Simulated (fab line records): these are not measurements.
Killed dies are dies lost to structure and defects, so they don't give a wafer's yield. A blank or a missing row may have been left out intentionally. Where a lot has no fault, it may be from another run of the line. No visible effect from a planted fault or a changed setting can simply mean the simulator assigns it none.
fab line records	flow nand-harc
record: lots: 14	wafers: 42	last-day: 34
route steps=1302 shown P_BONDPAD@372 A_ONON_D1@444 A_CHANNEL_HOLE_D1@465
lots that met no fault: from a run of the same line without faults
start-h: hours from the record's opening day to when the first of the lot's shown wafers began	wait-h: hours since the lot's step before	" the same as in the row above	L1.1+2: a single row standing in for several wafers	- no value, or no start given	* or withheld: withheld	< > ~ a bound
route shown NAME@n: names a module that has steps shown in the file, with the first one's number in the route	usual: the fault-free wafers' mean and standard deviation	same: alike in all rows	chamber/n: place in a boat	sites: readings site by site	_std_site: how widely they spread, as a standard deviation	_edge_site: inner sites' mean taken away from outer sites' mean	radius-mm: how far each site lies from the wafer's centre	mask NAME#n: copy n	behind: the last tool/chamber to shape the wafer	hold: why the lot went on hold/how many hours it stayed there/how the hold came to an end	device: names the non-switching transistor (n, p or np)	end of line: tests run on the same wafers once the route is complete	step lacking rows: just its recipe	killed: the dies lost at the first sort to structure and to defects; this is not the yield of the wafer	map: a wafer's dies, marking killed ones x, the rest . and places with no die _
set.NAME: setting as actually run; set.NAME@STEP: the setting as run at that earlier step	model.NAME: the simulator's own value behind a step, which no gauge read
steps of the route over a sample of lots; a table a step, a row a wafer
services: the hour from which a tool's chamber was out of use, counted from the record's first day as start-h (under 0 if before that day), plus the number of hours and why
== steps ==
step: NHARC_P_BONDPAD_ETCH_24
recipe: target-depth-a: 300	over-etch-frac: 0.3	time-s: 72.99	ion-energy-ev: 150	cf4-flow-sccm: 50	n2-flow-sccm: 100	ar-flow-sccm: 150	rf-w: 300	bias-w: 100	chemistry: CF4/N2
usual: drypump-motor-current-A: 5.6/0.43	mfc-ar-sccm: 150.1/0.41	oes-product-au: 1.002/0.011	rf-vpp-V: 314.6/2.2	showerhead-plenum-p-Torr: 2.65/0.12	throttle-valve-pct: 19.793/0.009
lot.wafer	tool	chamber	start-h	wait-h	drypump-motor-current-A	mfc-ar-sccm	oes-product-au	rf-hours-counter-h	rf-vpp-V	showerhead-plenum-p-Torr	throttle-valve-pct
L819.3	rie-diel-12	1	-	-	6.1	149.6	1.004	4.4	314.0	2.63	19.789
L819.2	"	2	"	"	4.9	149.9	0.994	4.5	314.9	2.67	19.811
L819.6	"	1	"	"	6.0	149.7	1.001	-	315.4	2.63	19.796
L820.2	rie-diel-05	2	191.73	0.1	5.9	149.9	1.008	3.2	316.1	2.80	19.803
L820.6	"	2	"	"	5.9	149.8	1.010	-	316.7	2.80	19.804
L820.4	"	3	"	"	5.4	149.9	1.002	-	317.0	2.82	19.768
L821.3	rie-diel-05	3	196.25	0.1	5.4	150.4	1.003	3.5	318.4	2.82	19.798
L821.4	"	0	"	"	6.1	149.9	0.988	-	309.9	2.50	19.809
L821.6	"	2	"	"	5.9	150.4	1.004	-	318.2	2.80	19.786
L823.2	rie-diel-05	0	-	-	6.1	150.2	0.981	4.2	311.8	2.50	19.798
L823.6	"	3	"	"	5.4	149.9	0.990	-	319.8	2.82	19.795
L823.5	"	0	"	"	6.1	149.9	0.989	-	311.9	2.50	19.777
L824.4	rie-diel-12	3	-	-	5.1	149.3	1.005	8.3	315.0	2.70	19.795
L824.1	"	0	"	"	5.3	150.6	0.975	9.0	315.2	2.71	19.807
L824.6	"	2	"	"	4.9	149.9	0.988	-	315.7	2.67	19.789
L825.4	rie-diel-12	2	-	-	4.9	149.9	1.003	7.7	315.0	2.67	19.798
L825.6	"	3	"	"	5.1	150.0	1.001	-	316.8	2.70	19.784
L825.5	"	0	"	"	5.3	150.3	0.968	-	315.4	2.71	19.782
L827.2	rie-diel-05	0	-	-	6.1	150.4	0.994	0.5	312.0	2.50	19.792
L827.3	"	3	"	"	5.4	150.3	1.012	0.4	317.5	2.82	19.788
L827.6	"	0	"	"	6.1	150.5	0.989	-	311.3	2.50	19.791
L831.1	rie-diel-12	2	-	-	4.9	149.9	1.014	0.8	313.4	2.67	19.794
L831.2	"	3	"	"	5.1	150.2	1.011	0.9	316.6	2.70	19.779
L831.6	"	2	"	"	4.9	150.0	0.999	-	315.1	2.67	19.792
L832.3	rie-diel-08	0	-	-	5.5	149.8	1.006	7.1	311.4	2.46	19.784
L832.2	"	2	"	"	5.3	150.3	1.012	9.1	315.7	2.71	19.784
L832.6	"	0	"	"	5.5	150.2	1.007	-	311.7	2.46	19.798
L834.2	rie-diel-05	3	-	-	5.4	149.6	1.006	0.6	317.9	2.82	19.792
L834.4	"	1	"	"	6.1	150.3	1.008	0.8	315.1	2.66	19.785
L834.3	"	2	"	"	5.9	150.4	0.988	0.7	316.4	2.80	19.803
L836.1	rie-diel-08	0	-	-	5.5	149.9	1.013	11.0	312.1	2.46	19.785
L836.2	"	2	"	"	5.3	149.8	1.011	11.6	316.5	2.71	19.792
L836.5	"	0	"	"	5.6	149.6	1.009	-	313.2	2.46	19.788
L835.2	rie-diel-12	0	-	-	5.3	150.0	0.989	4.4	315.4	2.70	19.806
L835.1	"	2	"	"	4.9	150.4	1.005	3.6	314.8	2.67	19.798
L835.5	"	1	"	"	6.0	150.0	0.997	-	314.2	2.63	19.791
L837.4	rie-diel-05	3	-	-	5.4	149.9	1.008	1.8	316.9	2.82	19.796
L837.1	"	1	"	"	6.2	149.5	1.015	2.1	314.9	2.66	19.792
L837.3	"	2	"	"	5.9	148.7	0.993	1.8	316.5	2.80	19.798
L838.2	rie-diel-05	0	-	-	6.1	149.8	0.998	2.9	312.0	2.50	19.789
L838.6	"	3	"	"	5.3	150.9	1.006	-	316.7	2.82	19.787
L838.5	"	0	"	"	6.1	149.5	1.002	-	312.3	2.50	19.785
step: NHARC_A_ONON_D1_DEP_28
recipe: target-thk-a: 10000	n2-flow-sccm: 2750	n2o-flow-sccm: 2000	nh3-flow-sccm: 500	sih4-flow-sccm: 210	temp-c: 400
lot.wafer	tool	chamber	start-h	wait-h
L819.2+3+6	pecvd-onon-04	0	215.64	0.1
L820.2+4+6	pecvd-onon-04	0	233.87	0.1
L821.3+4+6	pecvd-onon-02	0	234.23	0.3
L823.2+5+6	pecvd-onon-03	0	261.65	0.1
L824.1+4+6	pecvd-onon-03	0	269.10	0.1
L825.4+5+6	pecvd-onon-03	0	283.94	0.2
L827.2+3+6	pecvd-onon-02	0	298.18	0.1
L831.1+2+6	pecvd-onon-03	0	338.43	0.1
L832.2+3+6	pecvd-onon-03	0	347.40	0.1
L834.2+3+4	pecvd-onon-03	0	367.35	0.1
L836.1+2+5	pecvd-onon-04	0	381.11	0.1
L835.1+2+5	pecvd-onon-02	0	384.97	0.1
L837.1+3+4	pecvd-onon-04	0	396.22	0.1
L838.2+5+6	pecvd-onon-02	0	412.21	0.1
step: NHARC_A_ONON_D1_THK_MEAS_30
recipe: thk-meas-gauge: ellipsometry
usual: thk-nm: 996/8.4
lot.wafer	tool	chamber	start-h	wait-h	thk-nm
L819.2	film-metro-01	-	216.09	-	1005
L819.3	"	-	"	"	1005
L819.6	"	-	"	"	1003
L820.2	film-metro-01	-	234.32	-	998
L820.4	"	-	"	"	997
L820.6	"	-	"	"	998
L821.3	film-metro-02	-	234.62	-	977
L821.4	"	-	"	"	977
L821.6	"	-	"	"	975
L823.2	film-metro-01	-	262.10	-	1008
L823.5	"	-	"	"	1007
L823.6	"	-	"	"	1008
L824.1	film-metro-01	-	269.61	-	1010
L824.4	"	-	"	"	1010
L824.6	"	-	"	"	1010
L825.4	film-metro-02	-	284.28	-	991
L825.5	"	-	"	"	992
L825.6	"	-	"	"	993
L827.2	film-metro-01	-	298.63	-	1001
L827.3	"	-	"	"	1003
L827.6	"	-	"	"	1002
L831.1	film-metro-02	-	338.94	-	1006
L831.2	"	-	"	"	1006
L831.6	"	-	"	"	1006
L832.2	film-metro-01	-	347.85	-	1050
L832.3	"	-	"	"	1051
L832.6	"	-	"	"	1051
L834.2	film-metro-01	-	367.80	-	1066
L834.3	"	-	"	"	1066
L834.4	"	-	"	"	1067
L836.1	film-metro-01	-	381.62	-	1003
L836.2	"	-	"	"	1002
L836.5	"	-	"	"	1004
L835.1	film-metro-01	-	385.48	-	993
L835.2	"	-	"	"	993
L835.5	"	-	"	"	995
L837.1	film-metro-02	-	396.73	-	989
L837.3	"	-	"	"	989
L837.4	"	-	"	"	989
L838.2	film-metro-01	-	412.66	-	991
L838.5	"	-	"	"	991
L838.6	"	-	"	"	992
step: NHARC_A_CHANNEL_HOLE_D1_DESCUM_15
recipe: time-s: 3	o2-flow-sccm: 200	ar-flow-sccm: 0	bias-power-w: 0	chemistry: O2
usual: drypump-motor-current-A: 5.8/0.48	mfc-ar-sccm: 0.006/0.0087	oes-product-au: 0.998/0.0085	rf-vpp-V: 57.8/0.84	showerhead-plenum-p-Torr: 1.91/0.092	throttle-valve-pct: 11.311/0.0094
lot.wafer	tool	chamber	start-h	wait-h	drypump-motor-current-A	mfc-ar-sccm	oes-product-au	rf-hours-counter-h	rf-vpp-V	showerhead-plenum-p-Torr	throttle-valve-pct
L819.2	rie-diel-10	2	219.56	0.1	5.6	0	0.998	12	59.0	1.99	11.303
L819.3	"	3	"	"	5.4	0.014	1.002	12	57.5	2.02	11.321
L819.6	"	0	"	"	6.5	0	1.001	-	57.8	1.87	11.305
L820.4	rie-diel-10	0	240.88	0.1	6.5	0	0.993	14	57.3	1.87	11.315
L820.2	"	1	"	"	5.9	0.026	0.977	13	57.0	1.78	11.314
L820.6	"	0	"	"	6.5	0	1.009	-	56.8	1.87	11.309
L821.4	rie-diel-04	2	241.82	0.1	5.3	0.002	1.000	15	57.3	1.79	11.326
L821.3	"	3	"	"	5.2	0	0.999	15	57.3	1.82	11.327
L821.6	"	2	"	"	5.3	0.002	0.997	-	57.0	1.79	11.320
L823.2	rie-diel-10	2	266.47	0.1	5.6	0	0.985	1	57.8	1.99	11.298
L823.6	"	3	"	"	5.4	0.014	1.002	-	57.0	2.01	11.319
L823.5	"	0	"	"	6.5	0	0.993	-	56.9	1.87	11.310
L824.4	rie-diel-13	2	275.77	0.1	5.6	0	1.005	32	58.9	1.99	11.299
L824.1	"	3	"	"	6.4	0.006	0.992	30	59.0	1.79	11.317
L824.6	"	2	"	"	5.6	0	1.008	-	57.6	1.99	11.310
L825.4	rie-diel-10	1	287.60	0.1	5.9	0.026	0.998	3	57.4	1.78	11.312
L825.6	"	3	"	"	5.4	0.014	1.003	-	58.5	2.01	11.309
L825.5	"	0	"	"	6.5	0	0.991	-	57.3	1.87	11.322
L827.3	rie-diel-10	3	303.59	0.1	5.4	0.014	0.992	4	56.8	2.01	11.299
L827.2	"	2	"	"	5.7	0	0.994	4	58.7	1.99	11.306
L827.6	"	0	"	"	6.5	0	0.993	-	57.2	1.87	11.300
L831.1	rie-diel-10	3	342.36	0.1	5.4	0.014	0.995	7	58.2	2.01	11.329
L831.2	"	0	"	"	6.5	0	1.010	7	58.2	1.87	11.306
L831.6	"	3	"	"	5.4	0.014	0.992	-	58.6	2.01	11.315
L836.1	rie-diel-10	3	389.18	0.1	5.4	0.014	0.991	12	57.3	2.01	11.318
L836.2	"	0	"	"	6.5	0	1.009	12	57.6	1.87	11.299
L836.5	"	2	"	"	5.6	0	1.001	-	58.7	1.98	11.294
L835.1	rie-diel-10	2	391.18	0.1	5.6	0	1.003	11	57.8	1.98	11.299
L835.2	"	0	"	"	6.5	0	1.005	12	56.1	1.87	11.321
L835.5	"	2	"	"	5.7	0	0.996	-	58.7	1.98	11.302
L837.1	rie-diel-10	0	402.87	0.1	6.5	0	1.008	13	57.7	1.87	11.320
L837.3	"	2	"	"	5.6	0	0.993	12	57.2	1.98	11.317
L837.4	"	0	"	"	6.5	0	1.008	-	56.1	1.87	11.298
L838.2	rie-diel-13	0	417.08	0.1	6.1	0	1.005	20	58.0	1.91	11.321
L838.6	"	0	"	"	6.1	0	1.009	-	57.1	1.91	11.329
L838.5	"	3	"	"	6.4	0.006	1.001	-	56.8	1.78	11.309
== services ==
tool	chamber	start-h	hours	kind
rie-diel-13	-	166.90	9.0	pm
rie-diel-12	-	169.54	0.1	repair
rie-diel-05	1	171.65	10.0	repair
rie-diel-10	-	171.78	0.4	repair
rie-diel-05	3	182.95	2.4	repair
pecvd-onon-02	-	185.24	13.0	pm
rie-diel-05	1	191.18	6.6	repair
pecvd-onon-03	-	227.00	13.0	pm
rie-diel-05	-	229.60	9.0	pm
rie-diel-10	-	242.65	9.0	pm
rie-diel-05	-	260.30	59.0	repair
rie-diel-12	3	263.90	6.3	repair
rie-diel-12	-	268.40	9.0	pm
pecvd-onon-04	-	311.32	13.0	pm
rie-diel-10	2	323.97	10.4	repair
rie-diel-12	2	331.56	6.1	repair
pecvd-onon-02	-	366.24	13.0	pm
rie-diel-10	1	380.48	15.8	repair
rie-diel-05	-	397.65	1.8	repair
rie-diel-10	1	401.79	3.6	repair
rie-diel-12	1	403.12	3.2	repair
rie-diel-05	-	406.60	9.0	pm
pecvd-onon-03	-	408.00	13.0	pm
rie-diel-05	3	416.82	3.4	repair
== key ==
first-sign: step: NHARC_A_ONON_D1_THK_MEAS_30	reading: thk-nm	direction: up	sigmas: 7.4	usual: 996	struck: 1059
effect none on later readings
met-at NHARC_A_ONON_D1_DEP_28
struck-lots L832,L834
later-rows-left-out L832.2,L832.3,L832.6,L834.2,L834.3,L834.4
sort-left-out L832.2,L832.3,L832.6,L834.2,L834.3,L834.4
tester-left-out L832,L834
not-acting-at NHARC_P_BONDPAD_ETCH_24,NHARC_A_CHANNEL_HOLE_D1_DESCUM_15
onset-between 338.43 347.40
fault: kind: process-parameter-drift	tool: pecvd-onon-03	chamber: -	onset-h: 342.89	steps: NHARC_A_ONON_D1_DEP_28	channel: target-thk-a	offset: *	shape: step	end-h: 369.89	acts-in: *	stated: *
tester-left-out: of these lots the tester's yield and bins aren't shown, on N5 and GAA mostly nor the transistor test; their killed dies are dies lost to structure and defects alone, not to doping, threshold or leakage, so they don't give the yield
sort-left-out: the simulated sort isn't trusted on such a fault, so these wafers' sort isn't shown, and their yield isn't known
later-rows-left-out: the simulator's readings of these wafers behind a module that went badly wrong aren't trusted and aren't shown, but for the sort
